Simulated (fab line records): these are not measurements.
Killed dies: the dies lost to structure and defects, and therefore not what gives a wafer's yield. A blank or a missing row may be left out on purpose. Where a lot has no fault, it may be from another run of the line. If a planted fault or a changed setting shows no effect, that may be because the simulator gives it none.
Which tool did it? -- flow n5-finfet -- Sampling: 9 lots, 27 wafers, 8 of 1938 route steps

## WHAT THE GAUGES READ, wafer by wafer
N5_FIN_SAQP_CD_MEAS_16 targets a cd of 35.6 nm.
lot,measured,on,cd-nm (nm)
L495,day 1 23:20,cd-sem-03,35.2 35.2 35.3
L498,day 2 16:00,cd-sem-03,35.0 35.8 35.4
L500,day 3 04:08,cd-sem-03,35.9 35.4 35.6
L504,day 4 04:02,cd-sem-03,35.0 36.1 35.7
L505,day 4 11:01,cd-sem-03,35.4 35.2 34.9
L507,day 5 00:04,cd-sem-01,36.1 36.0 35.9
L516,day 7 03:45,cd-sem-01,35.8 35.6 35.6
L517,day 7 09:54,cd-sem-02,35.4 35.7 35.4
L518,day 7 17:27,cd-sem-03,35.5 35.1 35.1

N5_FIN_SAQP_INSPECT_18: inspects for defects (brightfield).
lot,measured,on,raw-defect-count
L495,day 1 23:23,defect-inspect-01,360 321 392
L498,day 2 16:04,defect-inspect-01,403 437 319
L500,day 3 04:11,defect-inspect-01,404 370 292
L504,day 4 04:06,defect-inspect-01,1525 1494 1505
L505,day 4 11:04,defect-inspect-01,1418 1417 1389
L507,day 5 00:08,defect-inspect-02,1355 1357 1348
L516,day 7 03:49,defect-inspect-02,287 272 231
L517,day 7 09:58,defect-inspect-01,334 278 328
L518,day 7 17:31,defect-inspect-01,399 459 328

N5_FIN_SAQP_INSPECT_40: inspects for defects (brightfield).
lot,measured,on,raw-defect-count
L495,day 2 04:08,defect-inspect-02,247 158 245
L498,day 2 21:06,defect-inspect-02,257 170 186
L500,day 3 08:22,defect-inspect-01,241 216 192
L504,day 4 09:05,defect-inspect-02,1291 1230 1209
L505,day 4 16:49,defect-inspect-01,1231 1257 1303
L507,day 5 05:23,defect-inspect-01,1277 1283 1255
L516,day 7 09:20,defect-inspect-01,185 117 160
L517,day 7 17:30,defect-inspect-01,275 164 330
L518,day 7 23:50,defect-inspect-02,193 275 209

N5_FIN_CUT_INSPECT_10: inspects for defects (brightfield).
lot,measured,on,raw-defect-count
L495,day 2 04:31,defect-inspect-01,36 29 36
L498,day 2 21:29,defect-inspect-02,48 32 33
L500,day 3 08:53,defect-inspect-01,44 28 26
L504,day 4 09:28,defect-inspect-02,1074 1095 1043
L505,day 4 17:12,defect-inspect-02,1080 1051 1108
L507,day 5 05:47,defect-inspect-01,1037 1113 1026
L516,day 7 09:43,defect-inspect-01,37 24 31
L517,day 7 18:01,defect-inspect-01,38 22 47
L518,day 8 00:14,defect-inspect-01,37 57 62

N5_BEOL_M4_RC_MEAS_101.
lot,measured,on,DIBL_N (mV/V),DIBL_P (mV/V),IOFF_N (nA/um),IOFF_P (nA/um),ION_N (uA/um),ION_P (uA/um),SS_N (mV/dec),SS_P (mV/dec),VT_N (mV),VT_P (mV)
L495,day 7 18:44,prober-02,37.2 35.0 35.2,39.2 38.2 36.6,0.199 0.160 0.161,0.27 0.24 0.22,681 672 684,469 465 467,72.2 71.1 71.0,74.2 73.9 73.7,247 248 248,-244 -246 -247
L498,day 8 13:11,prober-02,34.3 34.6 33.5,36.0 34.9 35.0,0.149 0.144 0.146,0.18 0.17 0.17,676 664 670,457 455 459,70.9 71.6 70.7,72.8 72.0 73.0,252 254 251,-255 -253 -252
L500,day 9 02:27,prober-02,35.6 38.0 37.0,36.1 39.5 37.8,0.174 0.237 0.203,0.24 0.32 0.27,679 694 691,472 484 481,71.7 72.4 71.8,73.4 73.6 73.5,247 243 243,-243 -242 -243
L504,day 10 03:15,prober-02,36.5 37.6 37.4,34.9 35.7 36.3,0.147 0.154 0.156,0.19 0.21 0.21,671 669 675,458 459 458,72.1 71.6 72.1,73.5 73.0 73.0,251 250 253,-248 -251 -249
L505,day 10 11:20,prober-02,37.7 35.7 34.8,38.4 35.6 34.8,0.186 0.148 0.139,0.26 0.22 0.21,680 662 677,466 463 465,72.5 71.3 70.7,74.4 73.1 73.3,250 250 250,-245 -248 -248
L507,day 11 00:10,prober-02,35.2 34.1 35.6,34.3 33.3 35.7,0.139 0.125 0.146,0.16 0.15 0.17,649 659 653,445 449 445,71.2 70.1 71.2,73.1 73.0 73.2,252 251 254,-256 -256 -256
L516,day 12 22:13,prober-02,35.3 37.8 35.5,35.0 38.1 35.2,0.137 0.182 0.137,0.18 0.22 0.18,679 689 678,464 468 466,70.7 71.5 71.0,72.9 73.6 73.5,254 249 250,-252 -249 -253
L517,day 13 20:10,prober-01,34.3 36.4 35.3,34.6 36.6 35.2,0.123 0.150 0.124,0.18 0.20 0.17,663 673 667,458 464 456,71.2 71.5 71.2,72.0 73.5 72.7,253 250 253,-252 -250 -251
L518,day 14 06:29,prober-02,34.8 33.8 35.4,33.5 32.4 34.7,0.121 0.104 0.132,0.19 0.17 0.20,674 653 668,459 457 467,70.5 70.8 71.3,73.0 72.3 73.0,254 259 252,-252 -253 -249

## WHICH TOOL RAN EACH LOT (tool, then ch and the chambers of the sampled wafers, then the start)
lot,N5_PMOS_HMC_CHANNEL_EPI_ETCH_32,N5_PMOS_HMC_CHANNEL_EPI_CMP_21,N5_FIN_SAQP_PRECLEAN_42
L495,"rie-diel-04 ch 1,2, day 1 17:47","cmp-04 ch 1,3, day 1 20:08","wet-bench-05 ch 5,6,7, day 1 21:02"
L498,"rie-diel-03 ch 1,2,3, day 2 11:34","cmp-04 ch 0,2, day 2 13:29","wet-bench-05 ch 5,6,7, day 2 14:42"
L500,"rie-diel-03 ch 1,3, day 2 23:36","cmp-02 ch 0,2,3, day 3 01:37","wet-bench-05 ch 0,5,6, day 3 02:27"
L504,"rie-diel-04 ch 0,1,2, day 3 23:44","cmp-02 ch 0,1,3, day 4 01:41","wet-bench-05 ch 2,4,7, day 4 02:43"
L505,"rie-diel-02 ch 1,2, day 4 05:56","cmp-02 ch 0,1, day 4 08:49","wet-bench-05 ch 0,3,5, day 4 09:43"
L507,"rie-diel-02 ch 1,3, day 4 17:38","cmp-04 ch 2,3, day 4 20:29","wet-bench-05 ch 4,5,6, day 4 21:25"
L516,"rie-diel-04 ch 0,2,3, day 6 23:29","cmp-04 ch 0,2,3, day 7 01:29","wet-bench-04 ch 1,4,7, day 7 02:14"
L517,"rie-diel-04 ch 0,1, day 7 05:35","cmp-04 ch 0,1,2, day 7 07:31","wet-bench-04 ch 0,4,6, day 7 08:25"
L518,"rie-diel-03 ch 1,3, day 7 11:38","cmp-04 ch 1,2, day 7 13:58","wet-bench-04 ch 2,3,7, day 7 14:46"
- N5_PMOS_HMC_CHANNEL_EPI_ETCH_32: etches BARC in N2/H2, stops on SiO2, target depth 85.8 nm, time 50.3 s.
- N5_PMOS_HMC_CHANNEL_EPI_CMP_21: polishes SiGe30, target thk 54 nm.
- N5_FIN_SAQP_PRECLEAN_42: cleans in O3/DIW, time 60 s.

## AS READ BY THE TOOLS THEMSELVES (means over the sampled wafers that have a number; for cases with no such wafer, the mark the record gives instead)
N5_PMOS_HMC_CHANNEL_EPI_ETCH_32.
lot,tool,chamber-pressure-mTorr (mTorr),drypump-motor-current-A (A),oes-product-au (a.u.),rf-vpp-V (V),showerhead-plenum-p-Torr (Torr),throttle-valve-pct (%)
L495,rie-diel-04,29.995,6.0,0.66,526.4,2.62,17.81
L498,rie-diel-03,29.999,5.7,0.66,523.6,2.51,17.87
L500,rie-diel-03,29.986,5.7,0.67,524.1,2.52,17.83
L504,rie-diel-04,30.013,5.8,0.63,525.0,2.57,17.96
L505,rie-diel-02,30.008,5.5,0.64,520.0,2.40,17.47
L507,rie-diel-02,29.998,6.1,0.62,523.6,2.53,17.67
L516,rie-diel-04,29.997,5.7,0.61,523.3,2.51,18.10
L517,rie-diel-04,29.987,5.9,0.64,525.7,2.61,17.90
L518,rie-diel-03,30.015,5.2,0.61,524.1,2.55,17.92

N5_PMOS_HMC_CHANNEL_EPI_CMP_21.
lot,tool,motor-current-A (A),slurry-flow-ml-min
L495,cmp-04,10.3,149.4
L498,cmp-04,13.3,150.2
L500,cmp-02,11.6,149.7
L504,cmp-02,12.2,150.3
L505,cmp-02,12.7,150.1
L507,cmp-04,11.1,150.2
L516,cmp-04,12.4,150.0
L517,cmp-04,12.6,149.9
L518,cmp-04,11.5,150.3

N5_FIN_SAQP_PRECLEAN_42.
lot,tool,temp-c (C)
L495,wet-bench-05,21.99
L498,wet-bench-05,21.90
L500,wet-bench-05,21.97
L504,wet-bench-05,21.93
L505,wet-bench-05,22.00
L507,wet-bench-05,21.95
L516,wet-bench-04,22.06
L517,wet-bench-04,22.02
L518,wet-bench-04,22.00

## THE ANSWER, worked out from the rows above alone
Rule: the lots themselves supply what counts as usual. The widest of any qualifying gaps counts: lots, ordered by their means at a reading, are off when they make up no more than a third of the lots, leave a main group of 4 or more, and stand apart from it by 3 or more times the standard deviation of that group's means. A main group is skipped when, at the precision printed for the reading in the tables above, its means are all equal. A lot without any number at a reading at which 4 lots or more have one is off too. The other lots that the step has rows for count as sound. After the gauges, taken in route order, come the tools' own readings; for these a lot's mean is taken, as printed above. The first step at which some lot is off is used, and at that step the reading that is off furthest; a lot without a number counts as furthest.
Off at N5_FIN_SAQP_INSPECT_18 (raw-defect-count): L504, L505, L507. Main group: mean 345, sd 45.
If a tool, at a process step before that reading, ran all the lots that are off and no sound lot after the first of them, it fits. The gauges at N5_FIN_SAQP_INSPECT_18 are tried like those tools. One candidate fits, namely wet-bench-05 at N5_FIN_SAQP_PRECLEAN_42. Its last sound lot is L500 (day 3 02:27), its first lot that is off L504 (day 4 02:43): a fault that began between those two fits.

## WHAT WAS PUT IN BY THE SIMULATOR
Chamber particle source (wet-bench-05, N5_FIN_SAQP_PRECLEAN_42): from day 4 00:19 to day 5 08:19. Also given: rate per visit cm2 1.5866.
Shown lots that were struck: L504, L505, L507. This agrees with what the rule above found.
